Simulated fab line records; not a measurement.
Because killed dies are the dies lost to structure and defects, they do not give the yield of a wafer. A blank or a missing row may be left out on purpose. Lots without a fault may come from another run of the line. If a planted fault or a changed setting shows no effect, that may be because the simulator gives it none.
fab line records ; flow n5_finfet
record lots=6; wafers=16; last_day=18
route steps=1938 shown STI_FIN_REVEAL@209 DUMMY_GATE@212 PASSIVATION@1936
lots untouched by any fault: they come from a run of this same line in which no faults occurred
start_h: start of the lot's first displayed wafer, in hours after the record's first day ; wait_h: time in hours since the lot's previous step ; " the same as in the row above ; L1.1+2: several wafers, shown together as one row ; - value missing, or start not given ; * or withheld: withheld ; < > ~ a bound
route shown NAME@n: NAME is a module with steps in the file, n the number in the route of the first one ; usual: mean and standard deviation over wafers with no fault ; same: alike in all rows ; chamber/n: place in a boat ; sites: readings site by site ; _std_site: the values' standard deviation ; _edge_site: outer sites' mean less inner sites' ; radius_mm: how far each site lies from the wafer's centre ; mask NAME#n: copy n ; behind: the most recent tool/chamber to have shaped the wafer ; hold: why the lot went on hold/how many hours it stayed there/how the hold came to an end ; device: transistor that didn't switch, given as n, p or np ; end of line: the route-end tests of the same wafers ; where a step has no rows: the recipe by itself ; killed: dies lost to structure and defects at the first sort, not the wafer's yield ; map: a wafer's dies, x killed, . not, _ none there
set.NAME: setting as actually run; set.NAME@STEP: the setting as run at that earlier step ; model.NAME: the simulator's own value behind a step, which no gauge read
certain route steps with their lots: each step a table, each wafer a row
services: when a tool's chamber went out of use (start_h, in hours from the record's first day, below 0 if earlier), for how many hours, and the reason
## steps
# step N5_STI_FIN_REVEAL_PRECLEAN_18
# recipe chemistry=SC2; time_s=45; temp_c=35; mix=1:1:50
# step N5_STI_FIN_REVEAL_SRD_28
# recipe dry=ipa_marangoni; time_s=30; temp_c=23; rinse_liquid=diw
# step N5_STI_FIN_REVEAL_INSPECT_13
# recipe inspect_instrument=darkfield; mode=post_clean
# usual raw_defect_count=11/4.9
lot.wafer;tool;chamber;start_h;wait_h;raw_defect_count
L335.2;defect_inspect-01;-;56.44;0.0;9
L335.3;defect_inspect-01;-;56.44;0.0;20
L335.6;defect_inspect-01;-;56.44;0.0;18
L339.1;defect_inspect-01;-;78.87;0.0;12
L339.5;defect_inspect-01;-;78.87;0.0;4
L339.6;defect_inspect-01;-;78.87;0.0;6
L343.3;defect_inspect-02;-;104.01;0.0;7
L343.5;defect_inspect-02;-;104.01;0.0;4
L343.6;defect_inspect-02;-;104.01;0.0;10
L345.3;defect_inspect-02;-;115.62;0.0;12
L345.6;defect_inspect-02;-;115.62;0.0;12
L347.3;defect_inspect-02;-;127.49;0.0;4
L347.4;defect_inspect-02;-;127.49;0.0;16
L350.2;defect_inspect-02;-;145.22;0.0;6
L350.4;defect_inspect-02;-;145.22;0.0;11
L350.6;defect_inspect-02;-;145.22;0.0;11
# step N5_DUMMY_GATE_PRECLEAN_00
# recipe chemistry=O3/DIW; time_s=60; temp_c=22; o3_ppm=10
# step N5_DUMMY_GATE_SRD_01
# recipe time_s=30; temp_c=23; rinse_liquid=diw; dry=ipa_marangoni
# step N5_DUMMY_GATE_ALD_02
# recipe material=SiO2; target_thk_a=20; temp_c=300; ald_precursor_family=BDEAS; ald_co_reactant=O2-plasma; pulse_time_s=1; pressure_torr=2
# step N5_DUMMY_GATE_CVD_03
# recipe material=a-Si; target_thk_a=1500; temp_c=530; precursor=SiH4; time_s=8042
# step N5_DUMMY_GATE_PRECLEAN_46
# recipe chemistry=DIW; time_s=89.5; temp_c=23
# step N5_DUMMY_GATE_SRD_47
# recipe dry_time_s=32; dry=n2_spin; spin_rpm=1500
# step N5_DUMMY_GATE_CMP_04
# recipe material=a-Si; post_cmp_clean=alkaline_brush
# step N5_DUMMY_GATE_THK_MEAS_05
# usual thk_nm=72.1/1.3
lot.wafer;tool;chamber;start_h;wait_h;thk_nm
L335.2;film_metro-01;-;62.58;0.1;74.1
L335.3;film_metro-01;-;62.58;0.1;74.3
L335.6;film_metro-01;-;62.58;0.1;74.6
L339.1;film_metro-01;-;84.88;0.1;73.4
L339.5;film_metro-01;-;84.88;0.1;69.4
L339.6;film_metro-01;-;84.88;0.1;71.0
L343.3;film_metro-01;-;108.19;0.1;70.9
L343.5;film_metro-01;-;108.19;0.1;69.9
L343.6;film_metro-01;-;108.19;0.1;70.6
L345.3;film_metro-01;-;119.80;0.2;71.9
L345.6;film_metro-01;-;119.80;0.2;74.0
L347.3;film_metro-02;-;131.96;0.1;74.1
L347.4;film_metro-02;-;131.96;0.1;72.6
L350.2;film_metro-01;-;149.48;0.2;72.3
L350.4;film_metro-01;-;149.48;0.2;71.1
L350.6;film_metro-01;-;149.48;0.2;72.4
# step N5_DUMMY_GATE_HM_DEP_06
# recipe material=SiNx; target_thk_a=800; precursor=DCS/NH3; temp_c=700; pressure_mtorr=300; time_s=5141
# step N5_DUMMY_GATE_PECVD_30
# recipe material=SiO2; target_thk_a=550; temp_c=400; precursor=TEOS/O2; pressure_torr=6.5; rf_w=withheld; teos_flow_sccm=withheld; gas=O2; flow_sccm=2650; time_s=10.8
lot.wafer;tool;chamber;start_h;wait_h;since_wet_clean_h;model.SiO2_of_DUMMY_GATE_PECVD_30.thk_nm
L335.2;pecvd-02;1;68.95;0.0;1317;53.8
L335.3;pecvd-02;2;68.95;0.0;2042;55.4
L335.6;pecvd-02;2;68.95;0.0;-;56
L339.1;pecvd-02;1;88.84;0.0;1336;54.6
L339.5;pecvd-02;0;88.84;0.0;-;54.6
L339.6;pecvd-02;2;88.84;0.0;-;56
L343.3;pecvd-02;2;112.15;0.0;2085;55.6
L343.5;pecvd-02;0;112.15;0.0;-;55.4
L343.6;pecvd-02;2;112.15;0.0;-;28
L345.3;pecvd-02;0;123.78;0.0;646;53.6
L345.6;pecvd-02;2;123.78;0.0;-;27.4
L347.3;pecvd-04;2;135.92;0.0;448;53.8
L347.4;pecvd-04;2;135.92;0.0;-;55
L350.2;pecvd-04;2;153.45;0.0;466;53.6
L350.4;pecvd-04;1;153.45;0.0;-;54.6
L350.6;pecvd-04;2;153.45;0.0;-;55.6
# step N5_DUMMY_GATE_COAT_34
# recipe resist=SOC; temp_c=250; time_s=60; spin_rpm=1500; resist_thk_nm=60
# step N5_DUMMY_GATE_COAT_35
# recipe resist=SiARC; temp_c=220; time_s=60; spin_rpm=1500; resist_thk_nm=10
# step N5_DUMMY_GATE_COAT_28
# recipe resist=underlayer; temp_c=205; time_s=60; spin_rpm=1500; resist_thk_nm=10
# step N5_DUMMY_GATE_COAT_09
# recipe resist=CAR-EUV; spin_rpm=1500; resist_thk_nm=30
# step N5_DUMMY_GATE_EBR_11
# recipe solvent=PGMEA; ebr_width_mm=1.5
# step N5_DUMMY_GATE_SOFTBAKE_10
# recipe temp_c=110; time_s=60; resist=CAR-EUV
# step N5_DUMMY_GATE_EXPOSE_12
# recipe mask_id=GATE; na=0.33; source_shape=annular; sigma_inner=0.2; sigma_outer=0.6; polarization=unpolarized; target_cd_nm=25; dose_mj=34
# step N5_DUMMY_GATE_PEB_13
# recipe peb_temp_c=100; peb_time_s=60; resist=CAR-EUV
# step N5_DUMMY_GATE_DEVELOP_14
# recipe develop_time_s=30; developer=TMAH; resist=CAR-EUV; rinse_liquid=surfactant_rinse; dry=air_spin; dev_temp_c=23
# step N5_DUMMY_GATE_CD_MEAS_15
# recipe target_cd_nm=25.8; landing_energy_ev=500; detector=se_inlens
# usual cd_nm=24.83/0.23
lot.wafer;tool;chamber;start_h;wait_h;cd_nm
L335.2;cd_sem-03;0;69.27;-;24.79
L335.3;cd_sem-03;0;69.27;-;24.91
L335.6;cd_sem-03;0;69.27;-;24.54
L339.1;cd_sem-01;0;89.17;-;24.67
L339.5;cd_sem-01;0;89.17;-;24.73
L339.6;cd_sem-01;0;89.17;-;24.79
L343.3;cd_sem-03;0;112.48;-;24.73
L343.5;cd_sem-03;0;112.48;-;24.49
L343.6;cd_sem-03;0;112.48;-;24.96
L345.3;cd_sem-03;0;124.11;-;24.89
L345.6;cd_sem-03;0;124.11;-;24.67
L347.3;cd_sem-01;0;136.25;-;24.87
L347.4;cd_sem-01;0;136.25;-;24.92
L350.2;cd_sem-02;0;153.78;-;24.88
L350.4;cd_sem-02;0;153.78;-;24.69
L350.6;cd_sem-02;0;153.78;-;25.09
# step N5_DUMMY_GATE_OVL_MEAS_16
# recipe points_per_wafer=522
# usual GATE_OVL=0.0/0.66
lot.wafer;tool;chamber;start_h;wait_h;GATE_OVL[nm]
L335.2;overlay-02;0;69.32;0.0;-0.5
L335.3;overlay-02;0;69.32;0.0;-0.2
L335.6;overlay-02;0;69.32;0.0;-0.3
L339.1;overlay-02;0;89.21;0.0;0.6
L339.5;overlay-02;0;89.21;0.0;0.6
L339.6;overlay-02;0;89.21;0.0;0.2
L343.3;overlay-01;0;112.53;0.0;0.4
L343.5;overlay-01;0;112.53;0.0;0.3
L343.6;overlay-01;0;112.53;0.0;0.5
L345.3;overlay-01;0;124.15;0.0;-1.5
L345.6;overlay-01;0;124.15;0.0;-0.4
L347.3;overlay-01;0;136.31;0.1;0.6
L347.4;overlay-01;0;136.31;0.1;0.2
L350.2;overlay-02;0;153.82;0.0;0.6
L350.4;overlay-02;0;153.82;0.0;-0.5
L350.6;overlay-02;0;153.82;0.0;-0.4
# step N5_DUMMY_GATE_INSPECT_17
# recipe mode=adi; inspect_instrument=brightfield
# usual raw_defect_count=206/49
lot.wafer;tool;chamber;start_h;wait_h;raw_defect_count
L335.2;defect_inspect-02;-;69.38;0.1;186
L335.3;defect_inspect-02;-;69.38;0.1;176
L335.6;defect_inspect-02;-;69.38;0.1;232
L339.1;defect_inspect-02;-;89.26;0.1;258
L339.5;defect_inspect-02;-;89.26;0.1;253
L339.6;defect_inspect-02;-;89.26;0.1;281
L343.3;defect_inspect-02;-;112.57;0.0;226
L343.5;defect_inspect-02;-;112.57;0.0;166
L343.6;defect_inspect-02;-;112.57;0.0;194
L345.3;defect_inspect-01;-;124.20;0.0;261
L345.6;defect_inspect-01;-;124.20;0.0;186
L347.3;defect_inspect-02;-;136.35;0.0;149
L347.4;defect_inspect-02;-;136.35;0.0;191
L350.2;defect_inspect-02;-;153.87;0.0;195
L350.4;defect_inspect-02;-;153.87;0.0;182
L350.6;defect_inspect-02;-;153.87;0.0;197
# step N5_DUMMY_GATE_DESCUM_20
# recipe chemistry=O2; time_s=6.2; source_power_w=50; bias_power_w=20; pressure_mtorr=20; rf_frequency_hz=2.712e+07; temp_c=40; resist=CAR-EUV; o2_flow_sccm=225
# step N5_DUMMY_GATE_ETCH_29
# recipe chemistry=N2/H2; target=underlayer; target_depth_a=130; ion_energy_ev=200; pressure_mtorr=30; source_w=840; bias_w=150; n2_flow_sccm=200; h2_flow_sccm=200
# step N5_DUMMY_GATE_ETCH_36
# recipe chemistry=CF4; target=SiARC; target_depth_a=130; pressure_mtorr=40; source_w=545; bias_w=36; Ar_flow_sccm=100; cf4_flow_sccm=100; ion_energy_ev=80
# step N5_DUMMY_GATE_ETCH_37
# recipe chemistry=N2/H2; target=SOC; target_depth_a=600; overetch_a=300; temp_c=40; ion_energy_ev=200; pressure_mtorr=30; source_w=840; bias_w=150; n2_flow_sccm=200; h2_flow_sccm=200
# step N5_DUMMY_GATE_STRIP_38
# recipe chemistry=N2/H2; temp_c=40; n2_flow_sccm=200; h2_flow_sccm=200; rf_frequency_hz=6e+07
# step N5_DUMMY_GATE_STRIP_39
# recipe chemistry=N2/H2; temp_c=40; n2_flow_sccm=200; h2_flow_sccm=200; rf_frequency_hz=6e+07
# step N5_DUMMY_GATE_TRIM_49
# recipe chemistry=O2; resist=SOC; time_s=29; target_cd_nm=14; source_power_w=300; bias_power_w=0; O2_flow_sccm=100; temp_c=20
# usual O2_flow_sccm=100.03/0.3; drypump_motor_current_A=5.7/0.41; oes_product_au=0.987/0.021; throttle_valve_pct=8.25/0.16
lot.wafer;tool;chamber;start_h;wait_h;O2_flow_sccm;drypump_motor_current_A;oes_product_au;rf_hours_counter_h;throttle_valve_pct
L335.2;rie_si-04;3;69.64;0.0;100.40;5.9;0.960;174;8.25
L335.3;rie_si-04;1;69.64;0.0;100.43;5.6;1.035;139;8.40
L335.6;rie_si-04;0;69.64;0.0;100.01;5.6;0.957;-;8.24
L339.1;rie_si-04;3;89.52;0.0;100.14;5.9;0.983;175;8.25
L339.5;rie_si-04;1;89.52;0.0;100.27;5.6;1.040;-;8.39
L339.6;rie_si-04;2;89.52;0.0;100.11;5.9;0.992;-;8.17
L343.3;rie_si-05;0;112.83;0.0;99.80;6.2;0.982;9;8.04
L343.5;rie_si-05;3;112.83;0.0;99.87;5.0;0.987;-;8.30
L343.6;rie_si-05;2;112.83;0.0;100.58;5.1;0.977;-;8.40
L345.3;rie_si-05;0;124.67;0.0;100.13;6.2;0.986;9;8.05
L345.6;rie_si-05;0;124.67;0.0;99.72;6.2;0.987;-;8.03
L347.3;rie_si-04;1;136.61;0.0;99.75;5.6;1.036;141;8.39
L347.4;rie_si-04;2;136.61;0.0;100.28;5.9;0.988;119;8.17
L350.2;rie_si-03;0;154.13;0.0;99.76;5.8;1.013;3;7.86
L350.4;rie_si-03;3;154.13;0.0;100.21;6.6;0.999;193;8.37
L350.6;rie_si-03;2;154.13;0.0;100.07;5.5;0.971;-;8.34
# step N5_DUMMY_GATE_STRIP_40
# recipe chemistry=CF4; resist=SiARC; power_w=300; bias_power_w=75; pressure_mtorr=50; cf4_flow_sccm=150; rf_frequency_hz=6e+07
# step N5_DUMMY_GATE_CD_MEAS_50
# recipe target_cd_nm=14
# usual cd_nm=13.9/0.45
lot.wafer;tool;chamber;start_h;wait_h;cd_nm
L335.2;cd_sem-01;-;69.79;0.0;13.2
L335.3;cd_sem-01;-;69.79;0.0;14.3
L335.6;cd_sem-01;-;69.79;0.0;14.5
L339.1;cd_sem-02;-;89.67;0.0;14.1
L339.5;cd_sem-02;-;89.67;0.0;14.0
L339.6;cd_sem-02;-;89.67;0.0;14.4
L343.3;cd_sem-02;-;113.16;0.0;13.2
L343.5;cd_sem-02;-;113.16;0.0;14.1
L343.6;cd_sem-02;-;113.16;0.0;14.4
L345.3;cd_sem-02;-;124.83;0.0;13.0
L345.6;cd_sem-02;-;124.83;0.0;13.3
L347.3;cd_sem-02;-;136.85;0.0;14.6
L347.4;cd_sem-02;-;136.85;0.0;13.6
L350.2;cd_sem-03;-;154.28;0.0;12.9
L350.4;cd_sem-03;-;154.28;0.0;13.3
L350.6;cd_sem-03;-;154.28;0.0;13.4
# step N5_DUMMY_GATE_ETCH_31
# recipe chemistry=C4F6/O2; target=SiO2; mask_material=SOC; target_depth_a=825; time_s=27.5; ion_energy_ev=250; pressure_mtorr=30; source_w=345; bias_w=185; Ar_flow_sccm=300; C4F6_flow_sccm=10; O2_flow_sccm=10
# usual O2_flow_sccm=9.998/0.03; drypump_motor_current_A=5.6/0.32; oes_product_au=0.80/0.084; rf_vpp_V=663/18; showerhead_plenum_p_Torr=2.84/0.1; throttle_valve_pct=21.15/0.19
lot.wafer;tool;chamber;start_h;wait_h;O2_flow_sccm;drypump_motor_current_A;oes_product_au;rf_hours_counter_h;rf_vpp_V;showerhead_plenum_p_Torr;throttle_valve_pct
L335.2;rie_diel-06;1;69.83;0.0;9.984;5.4;0.90;31;699;2.94;21.33
L335.3;rie_diel-06;2;69.83;0.0;9.935;5.8;0.81;71;645;2.66;21.03
L335.6;rie_diel-06;0;69.83;0.0;9.971;5.5;0.67;-;651;2.80;21.07
L339.1;rie_diel-06;1;89.72;0.0;9.965;5.3;0.88;37;701;2.93;21.31
L339.5;rie_diel-06;0;89.72;0.0;10.046;5.5;0.66;-;651;2.80;21.07
L339.6;rie_diel-06;3;89.72;0.0;9.987;5.8;0.72;-;657;2.84;21.32
L343.3;rie_diel-06;3;113.20;0.0;9.982;5.8;0.72;182;658;2.84;21.36
L343.5;rie_diel-06;2;113.20;0.0;10.009;5.9;0.81;-;642;2.65;21.09
L343.6;rie_diel-06;1;113.20;0.0;9.993;5.4;0.87;-;699;2.93;21.36
L345.3;rie_diel-02;1;124.87;0.0;9.957;5.4;0.89;48;676;3.01;20.92
L345.6;rie_diel-02;1;124.87;0.0;9.954;5.4;0.89;-;675;3.01;20.94
L347.3;rie_diel-06;1;136.89;0.0;10.006;5.4;0.86;52;699;2.93;21.38
L347.4;rie_diel-06;2;136.89;0.0;10.054;5.8;0.78;94;643;2.65;21.09
L350.2;rie_diel-06;3;154.33;0.0;10.013;5.8;0.70;192;657;2.83;21.36
L350.4;rie_diel-06;0;154.33;0.0;9.980;5.5;0.95;10;652;2.80;20.81
L350.6;rie_diel-06;0;154.33;0.0;9.975;5.5;0.97;-;650;2.80;20.81
# step N5_DUMMY_GATE_STRIP_41
# recipe chemistry=O2; power_w=400; temp_c=40; pressure_mtorr=30; rf_frequency_hz=6e+07; bias_power_w=0; overash_fraction=0.3; o2_flow_sccm=225
# usual drypump_motor_current_A=5.6/0.32; o2_flow_sccm=225.1/0.73; oes_product_au=0.80/0.087; rf_vpp_V=3.7/0.54; showerhead_plenum_p_Torr=2.10/0.075; throttle_valve_pct=16.67/0.17
lot.wafer;tool;chamber;start_h;wait_h;drypump_motor_current_A;o2_flow_sccm;oes_product_au;rf_hours_counter_h;rf_vpp_V;showerhead_plenum_p_Torr;throttle_valve_pct
L335.2;rie_diel-06;1;69.88;0.0;5.4;225.0;0.91;31;3.2;2.13;16.55
L335.3;rie_diel-06;2;69.88;0.0;5.8;225.3;0.84;71;3.3;1.98;16.72
L335.6;rie_diel-06;0;69.88;0.0;5.5;224.3;0.67;-;4.3;2.10;16.84
L339.1;rie_diel-06;1;89.77;0.0;5.3;224.2;0.89;37;3.4;2.13;16.58
L339.5;rie_diel-06;0;89.77;0.0;5.5;223.9;0.66;-;3.1;2.10;16.84
L339.6;rie_diel-06;3;89.77;0.0;5.8;224.6;0.72;-;3.9;2.06;16.68
L343.3;rie_diel-06;3;113.25;0.0;5.8;225.4;0.71;182;3.1;2.06;16.70
L343.5;rie_diel-06;2;113.25;0.0;5.9;226.2;0.81;-;2.8;1.97;16.74
L343.6;rie_diel-06;1;113.25;0.0;5.4;224.4;0.88;-;3.3;2.12;16.59
L345.3;rie_diel-02;1;124.92;0.0;5.4;224.9;0.89;48;3.3;2.21;16.36
L345.6;rie_diel-02;1;124.92;0.0;5.4;226.1;0.88;-;4.2;2.21;16.35
L347.3;rie_diel-06;1;136.94;0.0;5.4;226.4;0.87;52;2.8;2.12;16.61
L347.4;rie_diel-06;2;136.94;0.0;5.8;225.7;0.82;94;4.4;1.97;16.76
L350.2;rie_diel-06;3;154.37;0.0;5.8;225.3;0.71;192;3.5;2.06;16.72
L350.4;rie_diel-06;0;154.37;0.0;5.5;224.3;0.96;10;3.7;2.09;16.46
L350.6;rie_diel-06;0;154.37;0.0;5.5;224.6;0.97;-;3.5;2.09;16.46
# step N5_DUMMY_GATE_HM_OPEN_21
# recipe chemistry=CH3F/O2; target=SiNx; target_depth_a=1200; Ar_flow_sccm=150; CH3F_flow_sccm=30; O2_flow_sccm=23; time_s=171.4; pressure_mtorr=30; source_w=395; bias_w=73; ion_energy_ev=120.7
# step N5_DUMMY_GATE_ETCH_32
# recipe chemistry=CF4; target=SiO2; target_depth_a=35; time_s=3.9; ion_energy_ev=350; pressure_mtorr=10; icp_w=800; bias_w=400; cf4_flow_sccm=80
# usual drypump_motor_current_A=5.8/0.37; oes_product_au=0.995/0.027; throttle_valve_pct=21.91/0.19
lot.wafer;tool;chamber;start_h;wait_h;drypump_motor_current_A;oes_product_au;rf_hours_counter_h;throttle_valve_pct
L335.2;rie_si-03;1;70.08;0.1;5.8;0.945;151;21.94
L335.3;rie_si-03;2;70.08;0.1;5.6;1.012;81;22.09
L335.6;rie_si-03;2;70.08;0.1;5.6;1.012;-;22.08
L339.1;rie_si-03;3;89.97;0.1;6.6;1.021;192;22.04
L339.5;rie_si-03;2;89.97;0.1;5.6;1.001;-;22.09
L339.6;rie_si-03;1;89.97;0.1;5.9;0.951;-;21.94
L343.3;rie_si-03;3;113.45;0.1;6.6;1.031;192;22.05
L343.5;rie_si-03;0;113.45;0.1;5.8;1.033;-;21.75
L343.6;rie_si-03;1;113.45;0.1;5.9;0.938;-;21.93
L345.3;rie_si-04;3;125.12;0.1;5.9;0.970;175;21.65
L345.6;rie_si-04;1;125.12;0.1;5.5;1.036;-;22.08
L347.3;rie_si-05;0;137.14;0.1;6.2;0.986;9;21.73
L347.4;rie_si-05;1;137.14;0.1;5.9;0.988;52;22.25
L350.2;rie_si-03;1;154.57;0.1;5.8;0.957;152;21.93
L350.4;rie_si-03;3;154.57;0.1;6.6;1.032;193;22.04
L350.6;rie_si-03;1;154.57;0.1;5.9;0.947;-;21.93
# step N5_DUMMY_GATE_ETCH_23
# recipe chemistry=HBr/Cl2/O2; HBr_flow_sccm=150; Cl2_flow_sccm=80; O2_flow_sccm=12; bias_w=102; target_depth_a=410; time_s=22.3; target=poly-Si; mask_material=SiO2; pressure_mtorr=10; icp_w=800
# usual O2_flow_sccm=12.00/0.037; drypump_motor_current_A=5.8/0.38; oes_product_au=0.993/0.025; throttle_valve_pct=37.23/0.29
lot.wafer;tool;chamber;start_h;wait_h;O2_flow_sccm;drypump_motor_current_A;oes_product_au;rf_hours_counter_h;throttle_valve_pct
L335.2;rie_si-03;1;70.11;0.0;12.00;5.9;0.954;151;37.51
L335.3;rie_si-03;2;70.11;0.0;12.10;5.6;1.005;81;37.46
L335.6;rie_si-03;2;70.11;0.0;12.04;5.6;0.998;-;37.45
L339.1;rie_si-03;3;90.00;0.0;12.00;6.6;1.022;192;37.36
L339.5;rie_si-03;2;90.00;0.0;11.94;5.6;1.003;-;37.46
L339.6;rie_si-03;1;90.00;0.0;12.02;5.9;0.963;-;37.51
L343.3;rie_si-03;3;113.48;0.0;11.95;6.6;1.005;192;37.35
L343.5;rie_si-03;0;113.48;0.0;12.02;5.8;1.023;-;36.75
L343.6;rie_si-03;1;113.48;0.0;12.06;5.8;0.954;-;37.51
L345.3;rie_si-04;3;125.15;0.0;12.01;5.9;0.992;175;37.03
L345.6;rie_si-04;1;125.15;0.0;11.94;5.6;1.045;-;37.02
L347.3;rie_si-05;0;137.17;0.0;12.06;6.2;0.983;9;36.95
L347.4;rie_si-05;1;137.17;0.0;11.97;5.9;0.991;52;37.53
L350.2;rie_si-03;1;154.61;0.0;12.06;5.9;0.948;152;37.52
L350.4;rie_si-03;3;154.61;0.0;11.96;6.6;1.018;193;37.36
L350.6;rie_si-03;1;154.61;0.0;12.05;5.9;0.948;-;37.53
# step N5_DUMMY_GATE_ETCH_44
# recipe chemistry=HBr/O2; over_etch_frac=0.7; target_depth_a=1275; stop_on=SiO2; ion_energy_ev=60; bias_w=20; target=poly-Si; mask_material=SiO2; pressure_mtorr=20; icp_w=400; HBr_flow_sccm=120; O2_flow_sccm=10
# usual O2_flow_sccm=9.999/0.027; drypump_motor_current_A=5.8/0.38; oes_product_au=0.723/0.013; throttle_valve_pct=18.57/0.24
lot.wafer;tool;chamber;start_h;wait_h;O2_flow_sccm;drypump_motor_current_A;oes_product_au;rf_hours_counter_h;throttle_valve_pct;model.SiO2_of_DUMMY_GATE_PECVD_30.thk_nm
L335.2;rie_si-03;1;70.17;0.0;10.033;5.9;0.720;151;18.57;37
L335.3;rie_si-03;2;70.17;0.0;10.060;5.6;0.725;81;18.78;38.6
L335.6;rie_si-03;2;70.17;0.0;10.004;5.6;0.728;-;18.78;39
L339.1;rie_si-03;3;90.06;0.0;10.008;6.6;0.743;192;18.66;37.2
L339.5;rie_si-03;2;90.06;0.0;9.988;5.5;0.703;-;18.78;38
L339.6;rie_si-03;1;90.06;0.0;10.003;5.9;0.705;-;18.57;39.6
L343.3;rie_si-03;3;113.54;0.0;10.018;6.6;0.716;193;18.66;38.8
L343.5;rie_si-03;0;113.54;0.0;10.007;5.8;0.726;-;17.98;38.8
L343.6;rie_si-03;1;113.54;0.0;9.977;5.9;0.708;-;18.57;11.4
L345.3;rie_si-04;3;125.21;0.0;10.018;5.9;0.717;175;18.72;36.2
L345.6;rie_si-04;1;125.21;0.0;10.037;5.6;0.759;-;18.64;9.8
L347.3;rie_si-05;0;137.23;0.0;9.993;6.2;0.726;9;18.46;36.8
L347.4;rie_si-05;1;137.23;0.0;10.022;5.9;0.713;52;18.57;38.4
L350.2;rie_si-03;1;154.66;0.0;10.001;5.8;0.718;152;18.57;37
L350.4;rie_si-03;3;154.66;0.0;9.965;6.6;0.724;193;18.66;37.4
L350.6;rie_si-03;1;154.66;0.0;10.006;5.8;0.714;-;18.56;39
# step N5_DUMMY_GATE_CD_MEAS_24
# recipe target_cd_nm=15
# usual cd_nm=14.8/0.46
lot.wafer;tool;chamber;start_h;wait_h;cd_nm
L335.2;cd_sem-03;-;70.28;0.1;14.2
L335.3;cd_sem-03;-;70.28;0.1;14.6
L335.6;cd_sem-03;-;70.28;0.1;14.8
L339.1;cd_sem-02;-;90.17;0.1;14.9
L339.5;cd_sem-02;-;90.17;0.1;15.6
L339.6;cd_sem-02;-;90.17;0.1;14.6
L343.3;cd_sem-03;-;113.65;0.1;14.1
L343.5;cd_sem-03;-;113.65;0.1;14.6
L343.6;cd_sem-03;-;113.65;0.1;15.2
L345.3;cd_sem-02;-;125.32;0.1;14.0
L345.6;cd_sem-02;-;125.32;0.1;14.4
L347.3;cd_sem-02;-;137.34;0.1;15.3
L347.4;cd_sem-02;-;137.34;0.1;13.8
L350.2;cd_sem-02;-;154.78;0.1;14.1
L350.4;cd_sem-02;-;154.78;0.1;14.8
L350.6;cd_sem-02;-;154.78;0.1;14.9
# step N5_PASSIVATION_PROBE_49
# usual killed_at_M0_to_M3=36/10; killed_at_M4_up=14/5.2; killed_at_contacts=12/6; killed_at_front_end=37/10; killed_at_other=4/3.3; killed_dies=104/18; killed_open=68/14; killed_short=34/7.4
# same gross_dies=1180; killed_at_back_side=0
lot.wafer;tool;chamber;start_h;wait_h;killed_at_M0_to_M3;killed_at_M4_up;killed_at_contacts;killed_at_front_end;killed_at_other;killed_dies;killed_open;killed_short
L339.1;prober-01;-;377.98;0.0;30;11;13;42;5;101;69;29
# killed by level:class
L339.1 FIN_SAQP:geometric_particle:open=13 MOL_CONTACT_COAG:geometric_particle:open=11 BEOL_M0_SAQP:geometric_particle:open=8 FIN_SAQP:geometric_particle:short=7 STI_FIN_REVEAL:geometric_particle:open=7 BEOL_M0_SAQP:geometric_particle:short=6 BEOL_M2:geometric_particle:open=6 DUMMY_GATE:geometric_particle:open=5
## services
tool;chamber;start_h;hours;kind
rie_diel-06;-;46.09;0.8;repair
pecvd-02;0;60.13;2.1;scheduled_down
pecvd-02;0;70.46;-;calibration
pecvd-04;-;76.05;15.3;repair
pecvd-02;0;79.29;4.8;repair
rie_si-05;-;90.61;0.2;repair
rie_diel-06;0;92.05;-;clean
rie_diel-06;0;92.05;-;consumable_replace:focus_ring
rie_diel-06;0;92.05;18.9;scheduled_down
rie_diel-06;0;92.05;18.9;vent_cycle
rie_diel-02;2;105.66;4.1;repair
pecvd-02;-;107.90;2.6;repair
rie_diel-02;0;109.46;16.2;repair
rie_diel-02;3;114.40;6.5;repair
rie_si-05;-;114.55;0.3;repair
rie_si-05;3;124.57;9.0;repair
pecvd-04;-;137.39;14.6;pm
rie_si-03;-;143.02;2.8;pm
## key
first_sign none at tools or gauges
model_effect step=N5_DUMMY_GATE_PECVD_30; value=SiO2_of_DUMMY_GATE_PECVD_30.thk_nm; without=55.6; struck=27.7
model_effect step=N5_DUMMY_GATE_ETCH_44; value=SiO2_of_DUMMY_GATE_PECVD_30.thk_nm; without=38.6; struck=10.6
met_at N5_DUMMY_GATE_PECVD_30
struck_wafers L343.6,L345.6
tester_left_out L343,L345
onset_between 88.84 112.15
fault kind=process_parameter_drift; tool=pecvd-02; chamber=-; onset_h=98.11; steps=N5_DUMMY_GATE_PECVD_30; channel=time_s; offset=*; shape=step; end_h=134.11; scope=struck_wafers_only; acts_in=*; stated=*
# tester_left_out: of these lots the tester's yield and bins aren't shown, on N5 and GAA mostly nor the transistor test; their killed dies are dies lost to structure and defects alone, not to doping, threshold or leakage, so they don't give the yield
